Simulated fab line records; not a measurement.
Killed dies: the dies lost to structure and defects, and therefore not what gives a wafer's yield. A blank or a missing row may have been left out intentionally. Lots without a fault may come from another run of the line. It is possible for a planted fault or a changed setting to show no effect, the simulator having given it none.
fab line records	flow n5Finfet
record: lots: 5	wafers: 15	lastDay: 20
route steps=1938 shown MOL_CONTACT_COAG@615 BEOL_M4@1111 PASSIVATION@1936
lots untouched by any fault: they come from a run of this same line in which no faults occurred
startH: hours from the record's first day to the start of the lot's first wafer shown	waitH: hours since the lot's step before	" unchanged from the row above	L1.1+2: several wafers, shown together as one row	- no value present, or no start provided	* or withheld: withheld	< > ~ a bound
route shown NAME@n: NAME is a module with steps in the file, n the number in the route of the first one	usual: mean and standard deviation over wafers with no fault	same: alike in all rows	chamber/n: place in a boat	sites: readings site by site	_std_site: standard deviation of those values	_edge_site: outer sites' mean less inner sites'	radiusMm: for every site, how far away it sits from the centre of the wafer	mask NAME#n: copy n	behind: tool/chamber where the wafer was last shaped	hold: the reason the lot was held/the length of the hold in hours/how it ended	device: which transistor (n, p or np) failed to switch	end of line: the same wafers' tests at the end of the route	a step with no rows: only its recipe	killed: not the wafer's yield, but the dies lost to structure and defects at the first sort	map: a wafer's dies, x killed, . not, _ none there
set.NAME: setting as actually run; set.NAME@STEP: the setting as run at that earlier step	model.NAME: the simulator's own value behind a step, which no gauge read
lots at selected steps of the route; one table per step, one row per wafer
services: when a tool's chamber went out of use (startH, in hours from the record's first day, below 0 if earlier), for how many hours, and the reason
== steps ==
step: N5_MOL_CONTACT_COAG_VIA_ETCH_117
recipe: chemistry: C4F6/O2	targetDepthA: 400	overetchA: 80	maskMaterial: SOC	target: SiO2	biasW: 455	pressureMtorr: 10	timeS: 26	sourceW: 325	Ar_flow_sccm: 300	C4F6_flow_sccm: 10	O2_flow_sccm: 10	ionEnergyEv: 575.3	ends: endPoint
usual: drypumpMotorCurrentA: 5.8/0.45	oesProductAu: 0.71/0.076	rfVppV: 1588/26	showerheadPlenumPTorr: 2.82/0.067	throttleValvePct: 40.8/0.37
lot.wafer	tool	chamber	startH	waitH	drypumpMotorCurrentA	oesProductAu	rfHoursCounterH	rfVppV	showerheadPlenumPTorr	throttleValvePct
L916.1	rieDiel-06	0	101.09	0.0	5.4	0.80	36	1591	2.90	40.7
L916.3	"	1	"	"	5.3	0.66	180	1553	2.71	41.0
L916.5	"	1	"	"	5.3	0.65	-	1553	2.71	41.0
L918.1	rieDiel-05	0	114.27	0.0	5.7	0.65	204	1562	2.83	40.7
L918.5	"	3	"	"	6.6	0.61	-	1621	2.80	40.9
L918.6	"	2	"	"	6.1	0.61	-	1584	2.92	40.9
L930.3	rieDiel-05	1	184.08	0.0	5.8	0.62	216	1605	2.70	41.1
L930.5	"	0	"	"	5.7	0.64	-	1562	2.81	40.8
L930.6	"	1	"	"	5.8	0.62	-	1603	2.70	41.1
L933.1	rieDiel-05	0	202.83	0.0	5.7	0.63	235	1561	2.81	40.8
L933.2	"	2	"	"	6.1	0.83	12	1585	2.91	41.3
L933.4	"	3	"	"	6.6	0.78	20	1622	2.78	40.7
L934.2	rieDiel-06	1	212.42	0.0	5.3	0.63	219	1552	2.69	41.1
L934.4	"	0	"	"	5.4	0.74	78	1588	2.88	40.7
L934.6	"	2	"	"	4.6	0.72	-	1625	2.85	41.2
step: N5_MOL_CONTACT_COAG_ETCH_124
recipe: chemistry: CH3F/O2	target: SiNx	targetDepthA: 65	maskMaterial: SOC	stopOn: SiOC	overEtchFrac: 0.3	ionEnergyEv: 120	pressureMtorr: 30	sourceW: 395	biasW: 73	Ar_flow_sccm: 150	CH3F_flow_sccm: 30	O2_flow_sccm: 20	ends: endPoint
step: N5_MOL_CONTACT_COAG_ETCH_48
recipe: chemistry: C4F6/O2	targetDepthA: 150	overetchA: 45	maskMaterial: SOC	target: SiOC	biasW: 465	pressureMtorr: 10	timeS: 17	sourceW: 335	Ar_flow_sccm: 300	C4F6_flow_sccm: 10	O2_flow_sccm: 10	ionEnergyEv: 576
step: N5_MOL_CONTACT_COAG_STRIP_72
recipe: chemistry: N2/H2	powerW: 450	tempC: 40	pressureMtorr: 20	rfFrequencyHz: 6e+07	overashFraction: 3	biasPowerW: 7	h2Frac: 0.5	n2FlowSccm: 200	h2FlowSccm: 200
usual: biasPowerW: 6.998/0.022	drypumpMotorCurrentA: 5.8/0.45	oesProductAu: 0.80/0.098	rfVppV: 59.1/1.9	showerheadPlenumPTorr: 2.52/0.061	throttleValvePct: 23.6/0.35
lot.wafer	tool	chamber	startH	waitH	biasPowerW	drypumpMotorCurrentA	oesProductAu	rfHoursCounterH	rfVppV	showerheadPlenumPTorr	throttleValvePct
L916.1	rieDiel-06	0	101.21	0.0	7.021	5.5	0.90	36	60.6	2.60	23.6
L916.3	"	1	"	"	7.029	5.3	0.73	180	56.9	2.43	24.0
L916.5	"	1	"	"	7.044	5.3	0.73	-	59.2	2.43	24.0
L918.1	rieDiel-05	0	114.39	0.0	7.028	5.7	0.72	204	57.8	2.53	23.8
L918.5	"	3	"	"	7.008	6.6	0.68	-	57.8	2.51	23.6
L918.6	"	2	"	"	7.006	6.1	0.69	-	61.7	2.59	23.4
L930.3	rieDiel-05	1	184.21	0.0	6.987	5.8	0.69	216	58.0	2.40	23.8
L930.5	"	0	"	"	7.023	5.7	0.70	-	56.4	2.52	23.9
L930.6	"	1	"	"	6.994	5.8	0.69	-	58.7	2.40	23.8
L933.1	rieDiel-05	0	202.95	0.0	6.998	5.7	0.71	235	59.0	2.52	23.9
L933.2	"	2	"	"	6.999	6.1	0.97	12	59.6	2.58	23.3
L933.4	"	3	"	"	7.015	6.6	0.90	20	58.9	2.49	23.3
L934.2	rieDiel-06	1	212.55	0.0	7.032	5.3	0.71	219	57.1	2.42	24.0
L934.4	"	0	"	"	6.969	5.5	0.84	78	59.8	2.58	23.7
L934.6	"	2	"	"	6.986	4.6	0.80	-	56.9	2.56	23.9
step: N5_MOL_CONTACT_COAG_STRIP_49
recipe: chemistry: N2/H2	timeS: 30	powerW: 1000	tempC: 250	pressureMtorr: withheld	n2FlowSccm: 1750	h2FlowSccm: 3250
usual: drypumpMotorCurrentA: 5.5/0.38	heaterPowerW: 344/45
lot.wafer	tool	chamber	startH	waitH	drypumpMotorCurrentA	heaterPowerW	rfHoursCounterH
L916.1	plasmaAsher-01	1	101.29	-	5.6	334	45
L916.3	"	1	"	"	5.6	335	-
L916.5	"	0	"	"	6.1	392	-
L918.1	plasmaAsher-01	1	114.47	-	5.6	340	46
L918.5	"	0	"	"	6.1	382	-
L918.6	"	1	"	"	5.6	333	-
L930.3	plasmaAsher-02	1	184.31	-	5.7	384	-
L930.5	"	0	"	"	5.0	291	-
L930.6	"	1	"	"	5.7	381	-
L933.1	plasmaAsher-02	0	203.03	-	5.1	279	111
L933.2	"	1	"	"	5.7	383	111
L933.4	"	0	"	"	5.1	285	-
L934.2	plasmaAsher-02	0	212.63	-	5.0	287	114
L934.4	"	0	"	"	5.1	288	-
L934.6	"	1	"	"	5.7	380	-
step: N5_MOL_CONTACT_COAG_PRECLEAN_138
recipe: chemistry: alkalineClean	tempC: 60	timeS: 60	doPpb: 50
step: N5_MOL_CONTACT_COAG_SRD_139
recipe: dry: ipaMarangoni	timeS: 30	tempC: 23	rinseLiquid: diw
step: N5_MOL_CONTACT_COAG_CD_MEAS_101
recipe: targetCdNm: 16
usual: cdNm: 15.9/0.31
lot.wafer	tool	chamber	startH	waitH	cdNm
L916.1	cdSem-01	-	101.44	0.0	16.2
L916.3	"	-	"	"	16.0
L916.5	"	-	"	"	16.2
L918.1	cdSem-02	-	114.62	0.0	16.3
L918.5	"	-	"	"	15.9
L918.6	"	-	"	"	16.2
L930.3	cdSem-03	-	184.44	0.0	15.8
L930.5	"	-	"	"	15.8
L930.6	"	-	"	"	16.2
L933.1	cdSem-02	-	203.18	0.0	15.8
L933.2	"	-	"	"	15.8
L933.4	"	-	"	"	16.3
L934.2	cdSem-02	-	212.78	0.0	15.2
L934.4	"	-	"	"	15.7
L934.6	"	-	"	"	15.8
step: N5_MOL_CONTACT_COAG_PRE_CLEAN_121
recipe: gas: H2/He	timeS: *	tempC: withheld
step: N5_MOL_CONTACT_COAG_CVD_140
recipe: material: W	targetThkA: 665	mode: selectiveFill	tempC: 300	timeS: 215
usual: heaterPowerOuterW: 290/54	heaterPowerW: 506/78
lot.wafer	tool	chamber	startH	waitH	heaterPowerOuterW	heaterPowerW
L916.1	cvdW-02	0	101.57	0.1	369	653
L916.3	"	1	"	"	297	493
L916.5	"	0	"	"	370	624
L918.1	cvdW-02	1	114.75	0.1	301	496
L918.5	"	1	"	"	293	503
L918.6	"	0	"	"	380	623
L930.3	cvdW-01	0	184.65	0.1	250	472
L930.5	"	0	"	"	255	463
L930.6	"	1	"	"	223	414
L933.1	cvdW-02	0	203.31	0.1	362	643
L933.2	"	1	"	"	300	511
L933.4	"	0	"	"	370	638
L934.2	cvdW-01	1	212.91	0.1	220	415
L934.4	"	1	"	"	219	410
L934.6	"	0	"	"	251	458
step: N5_MOL_CONTACT_COAG_PRECLEAN_127
recipe: chemistry: DIW	timeS: 57.5	tempC: 23
step: N5_MOL_CONTACT_COAG_SRD_128
recipe: dryTimeS: 32	dry: n2Spin	spinRpm: 1500
step: N5_MOL_CONTACT_COAG_CMP_52
recipe: stopOn: SiO2	tOverpolishS: 1.5	postCmpClean: wDiluteNh4oh	downForcePsi: 4	platenRpm: 50.289	padVelocityMS: 1.0006	targetThkNm: 66.5
usual: edgeZonePressureFrac: 1.000/0.0048	headPressurePsi: 4.000/0.0079	motorCurrentA: 11.7/0.97	overpolishRunS: 1.500/0.0085	timeToEndpointS: 13.8/2.6
lot.wafer	tool	chamber	startH	waitH	edgeZonePressureFrac	headPressurePsi	motorCurrentA	overpolishRunS	timeToEndpointS
L916.3	cmp-02	3	101.93	0.1	0.996	3.998	13.0	1.492	14.7
L916.1	"	1	"	"	1.008	3.991	12.3	1.516	13.6
L916.5	"	3	"	"	0.992	4.000	13.8	1.521	14.2
L918.1	cmp-03	3	115.18	0.1	1.003	3.994	12.6	1.490	12.9
L918.5	"	0	"	"	1.005	3.994	11.1	1.505	14.6
L918.6	"	1	"	"	0.993	3.998	12.2	1.488	9.0
L930.3	cmp-03	1	185.00	0.1	1.006	3.993	11.7	1.494	10.1
L930.6	"	2	"	"	1.005	4.001	12.2	1.498	11.6
L930.5	"	3	"	"	1.001	4.011	12.7	1.518	10.7
L933.1	cmp-02	0	203.66	0.0	1.001	3.998	11.4	1.503	18.4
L933.2	"	1	"	"	0.995	4.002	12.2	1.500	19.4
L933.4	"	3	"	"	0.998	3.982	12.7	1.497	16.5
L934.2	cmp-01	0	213.25	0.0	1.004	4.001	9.4	1.505	15.1
L934.4	"	1	"	"	1.001	4.016	11.6	1.506	13.1
L934.6	"	0	"	"	0.999	4.010	9.1	1.485	12.5
step: N5_MOL_CONTACT_COAG_THK_MEAS_53
recipe: reads: SiO2_of_MOL_CONTACT_COAG_PECVD_31
usual: VIA_MOL_THK: 44.0/0.72
lot.wafer	tool	chamber	startH	waitH	VIA_MOL_THK[nm]
L916.1	filmMetro-01	-	102.19	-	44.1
L916.3	"	-	"	"	43.6
L916.5	"	-	"	"	44.8
L918.1	filmMetro-01	-	115.37	-	44.3
L918.5	"	-	"	"	44.1
L918.6	"	-	"	"	44.4
L930.3	filmMetro-01	-	185.18	-	42.6
L930.5	"	-	"	"	44.2
L930.6	"	-	"	"	43.3
L933.1	filmMetro-01	-	203.95	-	43.0
L933.2	"	-	"	"	42.6
L933.4	"	-	"	"	43.6
L934.2	filmMetro-02	-	213.55	-	43.3
L934.4	"	-	"	"	44.4
L934.6	"	-	"	"	44.4
step: N5_MOL_CONTACT_COAG_ANNEAL_112
recipe: tempC: 400	timeS: 1800	ambient: HPD2	pressureAtm: 10
usual: pressureAtm: 10.005/0.019	spikeTcUpperC: 398.7/0.9	wafer_temp_C_max: 402.8/0.47
lot.wafer	tool	chamber	startH	waitH	pressureAtm	spikeTcUpperC	wafer_temp_C_max
L916.1	hpAnneal-01	0	104.58	2.4	10.023	397.7	402.6
L916.3	"	0	"	"	10.030	398.1	403.0
L916.5	"	0	"	"	10.008	397.3	403.9
L918.1	hpAnneal-01	0	115.39	0.0	10.023	398.9	402.5
L918.5	"	0	"	"	10.011	399.8	403.9
L918.6	"	0	"	"	10.040	398.9	402.8
L930.3	hpAnneal-01	0	235.89	50.7	10.002	398.9	402.8
L930.5	"	0	"	"	9.997	398.5	402.9
L930.6	"	0	"	"	10.000	398.8	403.3
L933.1	hpAnneal-01	0	235.89	31.9	9.975	398.7	403.4
L933.2	"	0	"	"	9.985	397.9	403.4
L933.4	"	0	"	"	10.018	399.0	402.6
L934.2	hpAnneal-01	0	235.89	22.3	10.001	398.0	402.5
L934.4	"	0	"	"	9.995	398.8	403.3
L934.6	"	0	"	"	10.013	399.1	403.2
step: N5_MOL_CONTACT_COAG_INSPECT_97
recipe: inspectInstrument: darkfield	mode: postAnneal
usual: rawDefectCount: 41/16
lot.wafer	tool	chamber	startH	waitH	rawDefectCount
L916.1	defectInspect-01	-	107.60	0.0	24
L916.3	"	-	"	"	26
L916.5	"	-	"	"	27
L918.1	defectInspect-02	-	118.42	0.0	37
L918.5	"	-	"	"	38
L918.6	"	-	"	"	31
L930.3	defectInspect-01	-	239.25	0.4	35
L930.5	"	-	"	"	32
L930.6	"	-	"	"	568
L933.1	defectInspect-02	-	239.81	0.9	40
L933.2	"	-	"	"	41
L933.4	"	-	"	"	34
L934.2	defectInspect-01	-	240.13	1.2	39
L934.4	"	-	"	"	23
L934.6	"	-	"	"	20
step: N5_BEOL_M4_RC_MEAS_101
usual: DIBL_N: 36.3/1.7	DIBL_P: 36.5/2.1	IOFF_N: 0.16/0.03	IOFF_P: 0.22/0.035	ION_N: 675/11	ION_P: 465/7.1	SS_N: 71.5/0.62	SS_P: 73.3/0.64	VT_N: 250/3.1	VT_P: -249.1/3
lot.wafer	tool	chamber	startH	waitH	DIBL_N[mV/V]	DIBL_P[mV/V]	IOFF_N[nA/um]	IOFF_P[nA/um]	ION_N[uA/um]	ION_P[uA/um]	SS_N[mV/dec]	SS_P[mV/dec]	VT_N[mV]	VT_P[mV]
L916.1	prober-01	0	170.41	0.6	37.1	38.1	0.17	0.25	675	474	71.7	73.5	249	-246.4
L916.3	"	0	"	"	34.6	35.1	0.13	0.20	659	459	71.2	73.1	256	-250.4
L916.5	"	0	"	"	37.9	38.9	0.20	0.27	669	468	73.1	73.4	248	-245.3
L918.1	prober-02	0	181.67	0.0	36.7	36.7	0.16	0.20	687	468	71.6	73.2	249	-250.3
L918.5	"	0	"	"	35.5	34.5	0.13	0.17	669	456	71.5	72.6	254	-253.4
L918.6	"	0	"	"	34.6	33.6	0.12	0.16	662	456	71.1	72.2	256	-252.2
L930.3	prober-01	0	298.24	0.3	37.5	36.6	0.19	0.22	677	461	71.8	74.0	248	-249.0
L930.5	"	0	"	"	35.0	35.4	0.15	0.21	669	462	71.4	73.5	250	-250.1
L930.6	"	0	"	"	36.8	37.4	0.18	0.25	678	464	71.9	73.6	248	-246.1
L933.1	prober-01	0	321.54	0.0	36.5	39.3	0.16	0.22	681	463	72.2	73.0	250	-251.0
L933.2	"	0	"	"	34.7	37.3	0.13	0.19	671	461	71.5	72.5	252	-250.1
L933.4	"	0	"	"	32.1	33.2	0.09	0.14	647	451	70.6	70.9	260	-257.1
L934.2	prober-02	0	330.40	0.2	36.6	36.9	0.15	0.23	671	465	71.0	73.0	251	-247.6
L934.4	"	0	"	"	38.7	39.1	0.20	0.27	684	471	72.1	74.0	246	-245.4
L934.6	"	0	"	"	36.5	37.0	0.16	0.24	667	468	71.4	73.2	246	-245.6
step: N5_PASSIVATION_PROBE_49
usual: defectLimitedYield: 91.2/1.4	killed_at_M0_to_M3: 36/10	killed_at_M4_up: 13/5.1	killedAtContacts: 12/5.4	killedAtFrontEnd: 39/11	killedAtOther: 3.5/2.4	killedDies: 104/17	killedOnRim: 14/3.8	killedOpen: 67/13	killedShort: 36/8.3	sort_bin_5_function: 5.2/0.98	sort_bin_6_memory: 3.3/0.68	sortNPass: 1076/17	sortYieldPct: 91.2/1.4
same: grossDies: 1180	killedAtBackSide: 0	sort_bin_4_leakage[%]: 0	sort_bin_8_speed[%]: 0
lot.wafer	tool	chamber	startH	waitH	defectLimitedYield[%]	killed_at_M0_to_M3	killed_at_M4_up	killedAtContacts	killedAtFrontEnd	killedAtOther	killedDies	killedOnRim	killedOpen	killedShort	sort_bin_5_function[%]	sort_bin_6_memory[%]	sortNPass	sortYieldPct[%]
L916.1	prober-01	-	259.79	0.0	91.9	32	10	9	40	5	96	16	64	32	4.3	3.2	1084	91.9
L916.3	prober-01	-	259.89	0.1	91.4	52	11	5	31	2	101	16	67	34	4.8	3.1	1079	91.4
L916.5	prober-01	-	259.99	0.2	93.2	30	5	9	33	3	80	10	59	21	4.3	2.3	1100	93.2
L930.3	prober-01	-	422.11	0.1	89.7	55	6	17	37	7	122	17	78	36	5.8	4.0	1058	89.7
L930.5	prober-01	-	422.21	0.2	90.3	47	12	18	31	7	115	15	67	47	5.6	3.6	1065	90.3
L930.6	prober-01	-	422.26	0.3	58.8	32	7	409	36	2	486	61	57	24	24.2	14.2	694	58.8
L933.2	prober-01	-	448.88	0.1	88.6	46	21	8	58	1	134	23	81	52	7.5	3.6	1046	88.6
killed by level:class
L916.1 STI_FIN_REVEAL:geometricParticle:open=11 GATE_CUT:geometricParticle:short=11 BEOL_M3:geometricParticle:open=9 MOL_CONTACT_COAG:geometricParticle:open=8 BEOL_M2:geometricParticle:open=8 GATE_CUT:geometricParticle:open=6 BEOL_M1:geometricParticle:open=6 BEOL_M0_SAQP:geometricParticle:short=4
L916.3 BEOL_M3:geometricParticle:open=19 BEOL_M0_SAQP:geometricParticle:short=11 STI_FIN_REVEAL:geometricParticle:open=8 GATE_CUT:geometricParticle:open=5 GATE_CUT:geometricParticle:short=5 BEOL_M0_SAQP:geometricParticle:open=5 BEOL_M2:geometricParticle:open=5 DUMMY_GATE:geometricParticle:open=4
L916.5 STI_FIN_REVEAL:geometricParticle:open=17 BEOL_M3:geometricParticle:open=8 MOL_CONTACT_COAG:geometricParticle:open=6 BEOL_M2:geometricParticle:open=6 BEOL_M1:geometricParticle:open=5 MOL_CONTACT_COAG:geometricParticle:short=3 BEOL_M0:geometricParticle:open=3 STARTING-WAFER:geometricParticle:open=3
L930.3 BEOL_M0_SAQP:geometricParticle:short=17 MOL_CONTACT_COAG:geometricParticle:open=13 BEOL_M0_SAQP:geometricParticle:open=13 BEOL_M3:geometricParticle:open=12 BEOL_M1:geometricParticle:open=8 DUMMY_GATE:geometricParticle:open=6 BEOL_M4:geometricParticle:open=5 STI_FIN_REVEAL:geometricParticle:open=4
L930.5 BEOL_M0_SAQP:geometricParticle:short=16 MOL_CONTACT_COAG:geometricParticle:open=15 BEOL_M0_SAQP:geometricParticle:open=7 STI_FIN_REVEAL:geometricParticle:open=6 GATE_CUT:geometricParticle:short=6 STARTING-WAFER:geometricParticle:short=6 BEOL_M0:geometricParticle:open=5 BEOL_M2:geometricParticle:open=5
L930.6 MOL_CONTACT_COAG:unspecified=402 FIN_SAQP:geometricParticle:open=11 GATE_CUT:geometricParticle:short=7 MOL_CONTACT_COAG:geometricParticle:open=7 BEOL_M0_SAQP:geometricParticle:short=7 BEOL_M0_SAQP:geometricParticle:open=6 BEOL_M1:geometricParticle:open=6 GATE_CUT:geometricParticle:open=4
L933.2 STI_FIN_REVEAL:geometricParticle:open=16 BEOL_M0_SAQP:geometricParticle:short=12 FIN_SAQP:geometricParticle:short=10 BEOL_M0_SAQP:geometricParticle:open=10 BEOL_M2:geometricParticle:open=10 BEOL_M4:geometricParticle:open=9 FIN_SAQP:geometricParticle:open=8 GATE_CUT:geometricParticle:short=7
map L930.6 (x killed, . not)
_________________..x.x.....xx________________
______________..x....x..x..x.xx._____________
___________x.xx...............x.xx.__________
__________xxx....xxxx....x....xxx.x._________
________.x..x..x.x..x...x.....x.x.xxx._______
_______...x...x.xx.x....xxx...x.x..xx..______
______...xx.....x..x.x..xxxx...xx..x...x_____
_____.....xxx.xx..x..x.xxx.x...xx........____
____.xx........x.x.x..xxxx.x.xxxx..x...x.x___
___.x.xxxx..x.x.xx.xxxx....xxx.x.x..x.xx..x__
___...xx............xxx.x.x..xx.x..x.x..xx.__
__.xxx.xxx.xxxxx.xxx..xx...xx..x...xxxxx.x.x_
__.x.xx..xxx.xxx....x.....xx...x....x.x....x_
_.........x.xx..x..xx.x.x.x..xx....xx.xx....x
_.xx..x...x....xx.x.x.x.x..x...xxxx..xxxx...x
_.......x.x....xx.x....xx.x...xx...xx.x...x..
_.xx.xxx.x.x.x...xx........x.x..x..xx....x...
_..x..x.x..xx.x...........x.x.x..x...x.x.xxx.
_x.xx.x..xx..xx..xxx..x.x.x.xxx..x..xx...x.xx
_...xxxx.x..x.x.......xx.......xx...x.xx..x..
_...x.x..........xxx..xx.xxx...x.xxx.x.xxx.x.
__xx...xx..x.......x...x.........x.x........_
__..xxx..xx.x....xxx..x....x.xxxx..x..xx.xx._
___xx..x...x.xx.x......xx..x...xxxxx..x...x__
___..x.xxx.x...xx..xxxxxx.x..xxxx..xxxx.x.x__
____..xxxx..x....xx..x...xxxx....xx.....x.___
_____xx.x..xx.xxxxx..xxx.xx........xxxxxx____
______xx....x.x..xx.......x..xx.xxxx..xx_____
_______..x...x.x.xx.x.x..xx....x.....xx______
________.x.xxxx....x.x.x.x...x.x...xx._______
__________...x....x....xxx..xxx...x._________
___________...x.xx..xx..x.xxx...xxx__________
______________....x....x..x....x_____________
_________________..xx.xx...x.________________
map L918.6 (x killed, . not)
_________________............________________
______________.................._____________
___________........x...............__________
__________............x............._________
________...x...............x.......x.x_______
_______......................xx........______
______........................x........._____
_____....................................____
____......x......x.x.x....................___
___.xx.....xx...x..........................__
___.x........x....................x........__
__................x..x..x...........x......._
__.....x.x....xx........x..x.............x.._
_.......x...................x.......x....x..x
_...............x......................xx....
_.......x...........x........................
_xx..........................................
_x........xxx......x.........................
_..........x......x......x...............x...
_.......x...xx...............................
_...x..x...x.....xx..x.......x....xx....x....
__.......x.....x............................_
__.x...............x........................_
___......x..x..xx.....x............x.......__
___.....x..x.......x.......................__
____..x.x.......x.........................___
_____..............x.........x...xx......____
______........xx.....x....x.......x....x_____
_______.........x....xx............x...______
________xx..................x......x.._______
__________....................xx...._________
___________....xx..........x.......__________
______________.................._____________
_________________............________________
== services ==
tool	chamber	startH	hours	kind
rieDiel-05	2	83.44	2.5	repair
cmp-02	-	91.30	0.6	repair
rieDiel-05	-	106.30	2.8	pm
rieDiel-06	1	121.89	3.9	repair
cmp-01	-	125.49	4.0	pm
cvdW-02	0	125.53	6.4	repair
rieDiel-05	3	134.17	-	clean
rieDiel-05	3	134.17	-	consumableReplace:focusRing
rieDiel-05	3	134.17	13.7	scheduledDown
rieDiel-05	3	134.17	13.7	ventCycle
cvdW-01	-	139.72	0.6	repair
cmp-02	-	148.68	4.5	pm
cmp-01	-	150.71	1.7	repair
cmp-02	-	157.30	15.4	pm
rieDiel-06	1	168.38	3.6	repair
hpAnneal-01	-	173.83	61.7	repair
cmp-01	-	187.08	7.0	pm
cvdW-02	0	191.27	10.2	repair
cmp-02	-	194.57	0.9	repair
cmp-02	-	197.27	4.0	pm
cvdW-02	-	218.09	2.8	pm
cmp-02	-	220.92	0.7	repair
cvdW-01	-	226.48	2.8	pm
cmp-02	-	227.92	8.2	pm
== key ==
firstSign: step: N5_MOL_CONTACT_COAG_INSPECT_97	reading: rawDefectCount	direction: up	sigmas: 34	usual: 41	struck: 568
effect: step: N5_PASSIVATION_PROBE_49	reading: killedAtContacts	direction: up	sigmas: 74	usual: 12	struck: 409
moreKillsBornAt: N5_MOL_CONTACT_COAG_CMP_52@cmp-03: 402
metAt N5_MOL_CONTACT_COAG_CMP_52
struckWafers L930.6
fault: kind: chamberParticleSource	tool: cmp-03	chamber: 2	onsetH: 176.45	steps: N5_MOL_CONTACT_COAG_CMP_52	ratePerVisitCm2: 0.80546	endH: 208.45
